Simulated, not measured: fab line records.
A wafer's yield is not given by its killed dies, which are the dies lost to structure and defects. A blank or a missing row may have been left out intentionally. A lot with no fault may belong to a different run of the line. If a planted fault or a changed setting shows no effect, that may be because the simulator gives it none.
Which of the tools did it? || flow nand harc || 30 wafers from 10 lots sampled at 6 of the route's 1302 steps

== WHAT THE GAUGES READ, wafer by wafer ==
NHARC_A_CHANNEL_HOLE_D2_INSPECT_40.
{"lot": "L195", "measured": "day 16 14:15", "on": "defect inspect-02", "raw defect count": "635 615 646"}
{"lot": "L196", "measured": "day 17 02:26", "on": "defect inspect-02", "raw defect count": "540 674 604"}
{"lot": "L202", "measured": "day 19 09:45", "on": "defect inspect-02", "raw defect count": "201 149 191"}
{"lot": "L201", "measured": "day 19 12:41", "on": "defect inspect-02", "raw defect count": "204 213 305"}
{"lot": "L203", "measured": "day 19 16:07", "on": "defect inspect-02", "raw defect count": "383 472 238"}
{"lot": "L208", "measured": "day 21 13:17", "on": "defect inspect-01", "raw defect count": "290 228 256"}
{"lot": "L207", "measured": "day 21 16:23", "on": "defect inspect-01", "raw defect count": "171 184 227"}
{"lot": "L209", "measured": "day 22 07:38", "on": "defect inspect-02", "raw defect count": "211 324 362"}
{"lot": "L211", "measured": "day 22 23:41", "on": "defect inspect-01", "raw defect count": "214 198 224"}
{"lot": "L210", "measured": "day 22 23:24", "on": "defect inspect-01", "raw defect count": "290 341 390"}

NHARC_END_SORT_01.
{"lot": "L195", "measured": "day 27 11:55", "on": "prober-01", "killed at array": "115 124 124", "killed at other": "0 0 0", "killed at periphery": "3 3 7", "killed dies": "118 127 131", "killed open": "0 5 3", "killed short": "3 1 1"}
{"lot": "L196", "measured": "day 27 23:43", "on": "prober-01", "killed at array": "93 99 97", "killed at other": "2 3 1", "killed at periphery": "2 3 4", "killed dies": "97 105 102", "killed open": "5 5 2", "killed short": "3 4 3"}

== WHAT TOOL EACH LOT RAN ON (gives the tool, then ch and the chambers of the sampled wafers, and finally the start) ==
{"lot": "L195", "NHARC_A_CHANNEL_HOLE_D2_ETCH_16": "rie diel-10 ch 1,2,3, day 16 08:33 or earlier", "NHARC_A_CHANNEL_HOLE_D2_ETCH_19": "har etch-01 ch 0,1, day 16 08:33", "NHARC_A_CHANNEL_HOLE_D2_ETCH_20": "har etch-01 ch 0,1, day 16 08:40", "NHARC_A_CHANNEL_HOLE_D2_ETCH_44": "rie diel-10 ch 0,1,2, day 16 13:15"}
{"lot": "L196", "NHARC_A_CHANNEL_HOLE_D2_ETCH_16": "rie diel-07 ch 1,3, day 16 20:44 or earlier", "NHARC_A_CHANNEL_HOLE_D2_ETCH_19": "har etch-01 ch 0,1, day 16 20:44", "NHARC_A_CHANNEL_HOLE_D2_ETCH_20": "har etch-01 ch 0,1, day 16 20:50", "NHARC_A_CHANNEL_HOLE_D2_ETCH_44": "rie diel-06 ch 1,3, day 17 01:26"}
{"lot": "L202", "NHARC_A_CHANNEL_HOLE_D2_ETCH_16": "rie diel-10 ch 0,2,3, day 19 04:04 or earlier", "NHARC_A_CHANNEL_HOLE_D2_ETCH_19": "har etch-02 ch 0,1, day 19 04:04", "NHARC_A_CHANNEL_HOLE_D2_ETCH_20": "har etch-02 ch 0,1, day 19 04:11", "NHARC_A_CHANNEL_HOLE_D2_ETCH_44": "rie diel-10 ch 1,3, day 19 08:46"}
{"lot": "L201", "NHARC_A_CHANNEL_HOLE_D2_ETCH_16": "rie diel-10 ch 1,2,3, day 19 05:56 or earlier", "NHARC_A_CHANNEL_HOLE_D2_ETCH_19": "har etch-01 ch 0,1, day 19 05:56", "NHARC_A_CHANNEL_HOLE_D2_ETCH_20": "har etch-01 ch 0,1, day 19 06:05", "NHARC_A_CHANNEL_HOLE_D2_ETCH_44": "rie diel-06 ch 2,3, day 19 11:36"}
{"lot": "L203", "NHARC_A_CHANNEL_HOLE_D2_ETCH_16": "rie diel-07 ch 1,2, day 19 10:24 or earlier", "NHARC_A_CHANNEL_HOLE_D2_ETCH_19": "har etch-01 ch 0,1, day 19 10:24", "NHARC_A_CHANNEL_HOLE_D2_ETCH_20": "har etch-01 ch 0,1, day 19 10:31", "NHARC_A_CHANNEL_HOLE_D2_ETCH_44": "rie diel-07 ch 1,2,3, day 19 15:09"}
{"lot": "L208", "NHARC_A_CHANNEL_HOLE_D2_ETCH_16": "rie diel-07 ch 1,3, day 21 06:35", "NHARC_A_CHANNEL_HOLE_D2_ETCH_19": "har etch-02 ch 0,1, day 21 07:35", "NHARC_A_CHANNEL_HOLE_D2_ETCH_20": "har etch-02 ch 0,1, day 21 07:42", "NHARC_A_CHANNEL_HOLE_D2_ETCH_44": "rie diel-10 ch 0,2,3, day 21 12:19"}
{"lot": "L207", "NHARC_A_CHANNEL_HOLE_D2_ETCH_16": "rie diel-10 ch 0,2,3, day 21 10:41 or earlier", "NHARC_A_CHANNEL_HOLE_D2_ETCH_19": "har etch-01 ch 0,1, day 21 10:41", "NHARC_A_CHANNEL_HOLE_D2_ETCH_20": "har etch-01 ch 0,1, day 21 10:48", "NHARC_A_CHANNEL_HOLE_D2_ETCH_44": "rie diel-10 ch 0,1,2, day 21 15:24"}
{"lot": "L209", "NHARC_A_CHANNEL_HOLE_D2_ETCH_16": "rie diel-06 ch 0,2,3, day 22 01:54 or earlier", "NHARC_A_CHANNEL_HOLE_D2_ETCH_19": "har etch-01 ch 0,1, day 22 01:54", "NHARC_A_CHANNEL_HOLE_D2_ETCH_20": "har etch-01 ch 0,1, day 22 02:01", "NHARC_A_CHANNEL_HOLE_D2_ETCH_44": "rie diel-10 ch 0,1,2, day 22 06:39"}
{"lot": "L211", "NHARC_A_CHANNEL_HOLE_D2_ETCH_16": "rie diel-06 ch 0,2,3, day 22 17:31 or earlier", "NHARC_A_CHANNEL_HOLE_D2_ETCH_19": "har etch-02 ch 0,1, day 22 17:31", "NHARC_A_CHANNEL_HOLE_D2_ETCH_20": "har etch-02 ch 0,1, day 22 17:38", "NHARC_A_CHANNEL_HOLE_D2_ETCH_44": "rie diel-10 ch 0,1,3, day 22 22:43"}
{"lot": "L210", "NHARC_A_CHANNEL_HOLE_D2_ETCH_16": "rie diel-07 ch 0,2, day 22 17:41 or earlier", "NHARC_A_CHANNEL_HOLE_D2_ETCH_19": "har etch-01 ch 0,1, day 22 17:41", "NHARC_A_CHANNEL_HOLE_D2_ETCH_20": "har etch-01 ch 0,1, day 22 17:47", "NHARC_A_CHANNEL_HOLE_D2_ETCH_44": "rie diel-07 ch 1,2, day 22 22:25"}
- NHARC_A_CHANNEL_HOLE_D2_ETCH_16: etches the open film in O2/COS, target depth 3100 nm, time 806 s.
- NHARC_A_CHANNEL_HOLE_D2_ETCH_19: etches the open film in C4F8/O2/Ar, time 34.5 s.
- NHARC_A_CHANNEL_HOLE_D2_ETCH_20: etches the open film in C4F8/O2/Ar, time 361.9 s, target depth 1600 nm.
- NHARC_A_CHANNEL_HOLE_D2_ETCH_44: etches the open film in CF4/O2, target depth 140 nm, overetch 14 nm, time 77 s.

== AS READ BY THE TOOLS THEMSELVES (means over the sampled wafers that have a number; for cases with no such wafer, the mark the record gives instead) ==
NHARC_A_CHANNEL_HOLE_D2_ETCH_16.
{"lot": "L195", "tool": "rie diel-10", "drypump motor current A (A)": 5.81, "o2 flow sccm (sccm)": 399.5, "oes product au (a.u.)": 1.002, "rf vpp V (V)": 313.7, "showerhead plenum p Torr (Torr)": 3.10, "throttle valve pct (%)": 28.327}
{"lot": "L196", "tool": "rie diel-07", "drypump motor current A (A)": 5.75, "o2 flow sccm (sccm)": 400.8, "oes product au (a.u.)": 1.005, "rf vpp V (V)": 314.3, "showerhead plenum p Torr (Torr)": 3.21, "throttle valve pct (%)": 28.328}
{"lot": "L202", "tool": "rie diel-10", "drypump motor current A (A)": 5.66, "o2 flow sccm (sccm)": 400.0, "oes product au (a.u.)": 0.995, "rf vpp V (V)": 312.3, "showerhead plenum p Torr (Torr)": 3.04, "throttle valve pct (%)": 28.326}
{"lot": "L201", "tool": "rie diel-10", "drypump motor current A (A)": 5.82, "o2 flow sccm (sccm)": 399.6, "oes product au (a.u.)": 0.995, "rf vpp V (V)": 313.1, "showerhead plenum p Torr (Torr)": 3.10, "throttle valve pct (%)": 28.336}
{"lot": "L203", "tool": "rie diel-07", "drypump motor current A (A)": 5.54, "o2 flow sccm (sccm)": 399.9, "oes product au (a.u.)": 1.005, "rf vpp V (V)": 314.6, "showerhead plenum p Torr (Torr)": 3.13, "throttle valve pct (%)": 28.332}
{"lot": "L208", "tool": "rie diel-07", "drypump motor current A (A)": 5.78, "o2 flow sccm (sccm)": 400.8, "oes product au (a.u.)": 1.013, "rf vpp V (V)": 315.4, "showerhead plenum p Torr (Torr)": 3.17, "throttle valve pct (%)": 28.329}
{"lot": "L207", "tool": "rie diel-10", "drypump motor current A (A)": 5.67, "o2 flow sccm (sccm)": 400.1, "oes product au (a.u.)": 1.003, "rf vpp V (V)": 312.7, "showerhead plenum p Torr (Torr)": 3.03, "throttle valve pct (%)": 28.324}
{"lot": "L209", "tool": "rie diel-06", "drypump motor current A (A)": 5.47, "o2 flow sccm (sccm)": 400.9, "oes product au (a.u.)": 0.997, "rf vpp V (V)": 314.3, "showerhead plenum p Torr (Torr)": 3.17, "throttle valve pct (%)": 28.326}
{"lot": "L211", "tool": "rie diel-06", "drypump motor current A (A)": 5.48, "o2 flow sccm (sccm)": 399.6, "oes product au (a.u.)": 0.996, "rf vpp V (V)": 314.4, "showerhead plenum p Torr (Torr)": 3.17, "throttle valve pct (%)": 28.339}
{"lot": "L210", "tool": "rie diel-07", "drypump motor current A (A)": 5.65, "o2 flow sccm (sccm)": 400.4, "oes product au (a.u.)": 1.010, "rf vpp V (V)": 314.4, "showerhead plenum p Torr (Torr)": 3.13, "throttle valve pct (%)": 28.342}

NHARC_A_CHANNEL_HOLE_D2_ETCH_19.
{"lot": "L195", "tool": "har etch-01", "drypump motor current A (A)": 5.1, "o2 flow sccm (sccm)": 96.25, "showerhead plenum p Torr (Torr)": 3.55, "throttle valve pct (%)": 37.040}
{"lot": "L196", "tool": "har etch-01", "drypump motor current A (A)": 5.1, "o2 flow sccm (sccm)": 96.30, "showerhead plenum p Torr (Torr)": 3.55, "throttle valve pct (%)": 37.041}
{"lot": "L202", "tool": "har etch-02", "drypump motor current A (A)": 6.1, "o2 flow sccm (sccm)": 95.96, "showerhead plenum p Torr (Torr)": 3.89, "throttle valve pct (%)": 37.035}
{"lot": "L201", "tool": "har etch-01", "drypump motor current A (A)": 5.1, "o2 flow sccm (sccm)": 96.35, "showerhead plenum p Torr (Torr)": 3.50, "throttle valve pct (%)": 37.027}
{"lot": "L203", "tool": "har etch-01", "drypump motor current A (A)": 5.1, "o2 flow sccm (sccm)": 96.18, "showerhead plenum p Torr (Torr)": 3.52, "throttle valve pct (%)": 37.043}
{"lot": "L208", "tool": "har etch-02", "drypump motor current A (A)": 6.1, "o2 flow sccm (sccm)": 96.15, "showerhead plenum p Torr (Torr)": 3.88, "throttle valve pct (%)": 37.047}
{"lot": "L207", "tool": "har etch-01", "drypump motor current A (A)": 5.1, "o2 flow sccm (sccm)": 96.27, "showerhead plenum p Torr (Torr)": 3.49, "throttle valve pct (%)": 37.039}
{"lot": "L209", "tool": "har etch-01", "drypump motor current A (A)": 5.1, "o2 flow sccm (sccm)": 96.22, "showerhead plenum p Torr (Torr)": 3.50, "throttle valve pct (%)": 37.040}
{"lot": "L211", "tool": "har etch-02", "drypump motor current A (A)": 6.1, "o2 flow sccm (sccm)": 96.09, "showerhead plenum p Torr (Torr)": 3.87, "throttle valve pct (%)": 37.036}
{"lot": "L210", "tool": "har etch-01", "drypump motor current A (A)": 5.1, "o2 flow sccm (sccm)": 96.02, "showerhead plenum p Torr (Torr)": 3.48, "throttle valve pct (%)": 37.045}

NHARC_A_CHANNEL_HOLE_D2_ETCH_20.
{"lot": "L195", "tool": "har etch-01", "drypump motor current A (A)": 5.1, "o2 flow sccm (sccm)": 35.65, "showerhead plenum p Torr (Torr)": 3.51, "throttle valve pct (%)": 32.155}
{"lot": "L196", "tool": "har etch-01", "drypump motor current A (A)": 5.1, "o2 flow sccm (sccm)": 35.65, "showerhead plenum p Torr (Torr)": 3.51, "throttle valve pct (%)": 32.154}
{"lot": "L202", "tool": "har etch-02", "drypump motor current A (A)": 6.1, "o2 flow sccm (sccm)": 35.57, "showerhead plenum p Torr (Torr)": 3.85, "throttle valve pct (%)": 32.154}
{"lot": "L201", "tool": "har etch-01", "drypump motor current A (A)": 5.1, "o2 flow sccm (sccm)": 35.68, "showerhead plenum p Torr (Torr)": 3.47, "throttle valve pct (%)": 32.150}
{"lot": "L203", "tool": "har etch-01", "drypump motor current A (A)": 5.1, "o2 flow sccm (sccm)": 35.80, "showerhead plenum p Torr (Torr)": 3.49, "throttle valve pct (%)": 32.155}
{"lot": "L208", "tool": "har etch-02", "drypump motor current A (A)": 6.1, "o2 flow sccm (sccm)": 35.86, "showerhead plenum p Torr (Torr)": 3.83, "throttle valve pct (%)": 32.150}
{"lot": "L207", "tool": "har etch-01", "drypump motor current A (A)": 5.1, "o2 flow sccm (sccm)": 35.71, "showerhead plenum p Torr (Torr)": 3.46, "throttle valve pct (%)": 32.154}
{"lot": "L209", "tool": "har etch-01", "drypump motor current A (A)": 5.1, "o2 flow sccm (sccm)": 35.71, "showerhead plenum p Torr (Torr)": 3.47, "throttle valve pct (%)": 32.159}
{"lot": "L211", "tool": "har etch-02", "drypump motor current A (A)": 6.1, "o2 flow sccm (sccm)": 35.73, "showerhead plenum p Torr (Torr)": 3.83, "throttle valve pct (%)": 32.163}
{"lot": "L210", "tool": "har etch-01", "drypump motor current A (A)": 5.1, "o2 flow sccm (sccm)": 35.67, "showerhead plenum p Torr (Torr)": 3.45, "throttle valve pct (%)": 32.158}

NHARC_A_CHANNEL_HOLE_D2_ETCH_44.
{"lot": "L195", "tool": "rie diel-10", "drypump motor current A (A)": 5.58, "o2 flow sccm (sccm)": 20.01, "oes product au (a.u.)": 1.006, "rf vpp V (V)": 197.2, "showerhead plenum p Torr (Torr)": 1.32, "throttle valve pct (%)": 13.395}
{"lot": "L196", "tool": "rie diel-06", "drypump motor current A (A)": 5.19, "o2 flow sccm (sccm)": 20.01, "oes product au (a.u.)": 1.003, "rf vpp V (V)": 198.2, "showerhead plenum p Torr (Torr)": 1.31, "throttle valve pct (%)": 13.391}
{"lot": "L202", "tool": "rie diel-10", "drypump motor current A (A)": 5.88, "o2 flow sccm (sccm)": 20.02, "oes product au (a.u.)": 1.000, "rf vpp V (V)": 197.0, "showerhead plenum p Torr (Torr)": 1.30, "throttle valve pct (%)": 13.390}
{"lot": "L201", "tool": "rie diel-06", "drypump motor current A (A)": 5.59, "o2 flow sccm (sccm)": 20.05, "oes product au (a.u.)": 0.997, "rf vpp V (V)": 198.2, "showerhead plenum p Torr (Torr)": 1.34, "throttle valve pct (%)": 13.397}
{"lot": "L203", "tool": "rie diel-07", "drypump motor current A (A)": 5.53, "o2 flow sccm (sccm)": 20.02, "oes product au (a.u.)": 1.007, "rf vpp V (V)": 197.1, "showerhead plenum p Torr (Torr)": 1.33, "throttle valve pct (%)": 13.408}
{"lot": "L208", "tool": "rie diel-10", "drypump motor current A (A)": 5.65, "o2 flow sccm (sccm)": 19.97, "oes product au (a.u.)": 1.001, "rf vpp V (V)": 197.3, "showerhead plenum p Torr (Torr)": 1.30, "throttle valve pct (%)": 13.400}
{"lot": "L207", "tool": "rie diel-10", "drypump motor current A (A)": 5.59, "o2 flow sccm (sccm)": 19.99, "oes product au (a.u.)": 1.007, "rf vpp V (V)": 197.6, "showerhead plenum p Torr (Torr)": 1.32, "throttle valve pct (%)": 13.387}
{"lot": "L209", "tool": "rie diel-10", "drypump motor current A (A)": 5.56, "o2 flow sccm (sccm)": 19.98, "oes product au (a.u.)": 0.996, "rf vpp V (V)": 197.8, "showerhead plenum p Torr (Torr)": 1.32, "throttle valve pct (%)": 13.402}
{"lot": "L211", "tool": "rie diel-10", "drypump motor current A (A)": 5.66, "o2 flow sccm (sccm)": 20.03, "oes product au (a.u.)": 1.008, "rf vpp V (V)": 197.2, "showerhead plenum p Torr (Torr)": 1.29, "throttle valve pct (%)": 13.393}
{"lot": "L210", "tool": "rie diel-07", "drypump motor current A (A)": 5.51, "o2 flow sccm (sccm)": 19.96, "oes product au (a.u.)": 1.005, "rf vpp V (V)": 197.5, "showerhead plenum p Torr (Torr)": 1.33, "throttle valve pct (%)": 13.400}

== THE ANSWER, worked out from the rows above alone ==
Rule: what is usual is taken from the lots themselves. The widest of any qualifying gaps counts: lots, ordered by their means at a reading, are off when they make up no more than a third of the lots, leave a main group of 4 or more, and stand apart from it by 3 or more times the standard deviation of that group's means. Not used: any main group whose means are identical at the precision the tables above print for the reading. A lot without any number at a reading at which 4 lots or more have one is off too. All remaining lots with rows at the step are treated as sound. The gauges are gone through in route order, then the tools' own readings, and for those a lot's mean is taken as printed above. At the first step where some lot is off, the reading lying furthest off is the one used; lots without a number count as furthest.
Off at NHARC_A_CHANNEL_HOLE_D2_INSPECT_40 (raw defect count): L195, L196. For the main group the mean is 261 and the standard deviation 63.
If a tool, at a process step before that reading, ran all the lots that are off and no sound lot after the first of them, it fits. Gauges at NHARC_A_CHANNEL_HOLE_D2_INSPECT_40: tried the same way as those tools. Because NHARC_A_CHANNEL_HOLE_D2_ETCH_16 lacks a start for some lots, the hours and order of its lots are taken from NHARC_A_CHANNEL_HOLE_D2_ETCH_19. No candidate that was tried fits.

== WHAT THE SIMULATOR HAD INSERTED ==
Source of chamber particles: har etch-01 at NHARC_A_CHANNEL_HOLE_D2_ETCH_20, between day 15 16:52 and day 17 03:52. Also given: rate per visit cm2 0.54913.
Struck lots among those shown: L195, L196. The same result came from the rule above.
